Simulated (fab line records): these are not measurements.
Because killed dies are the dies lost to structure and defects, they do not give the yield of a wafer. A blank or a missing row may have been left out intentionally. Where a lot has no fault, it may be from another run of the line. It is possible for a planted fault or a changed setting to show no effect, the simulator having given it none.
Matching of chambers -- flow n5-finfet -- 4 sister chambers for N5_HKMG_FIN_HK_ALD_01 on ald-hk-03
The step deposits HfO2, target thk 1.6 nm, pulse time 3 s, purge time 3 s. 4 wafers are shown with their chamber, then 9 later ones without.

WAFERS PAIRED WITH THEIR CHAMBERS
wafer,chamber,precursor-pulse-height-rel
L085.5,2,0.986
L090.1,3,0.999
L090.3,0,1.011
L090.5,1,0.990

WAFERS MISSING THEIR CHAMBER
wafer,precursor-pulse-height-rel
L093.1,1.007
L093.2,0.978
L093.4,1.006
L094.2,0.963
L094.4,1.003
L094.6,1.015
L097.3,1.013
L097.4,1.023
L097.5,0.981

EACH ONE'S CHAMBER
wafer,from the rows above,in truth
L093.1,can't be placed: 0 or 3 or 1 or 2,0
L093.2,can't be placed: 2 or 1 or 3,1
L093.4,can't be placed: 0 or 3 or 1 or 2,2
L094.2,can't be placed: 2 or 1 or 3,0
L094.4,can't be placed: 3 or 0 or 1 or 2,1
L094.6,can't be placed: 0 or 3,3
L097.3,can't be placed: 0 or 3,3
L097.4,can't be placed: 0 or 3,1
L097.5,can't be placed: 2 or 1 or 3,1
0 of 9 placed correctly. Not placeable from these rows: 9 (in 7, the candidates include the true chamber). 0 placed wrongly.
How it was worked out, from the rows above alone: a wafer's distance from a chamber is the root of the sum, over the readings, of the square of ((its reading less the chamber's mean) divided by the reading's scatter). The wafer belongs to the nearest chamber; if the next one is less than 2 further off, it can't be placed. For every chamber, the mean is computed from those of its wafers that are shown. The scatter (one wafer shown for each chamber): square how far every hidden wafer sits from the nearest shown wafer, average those squares and take the square root.
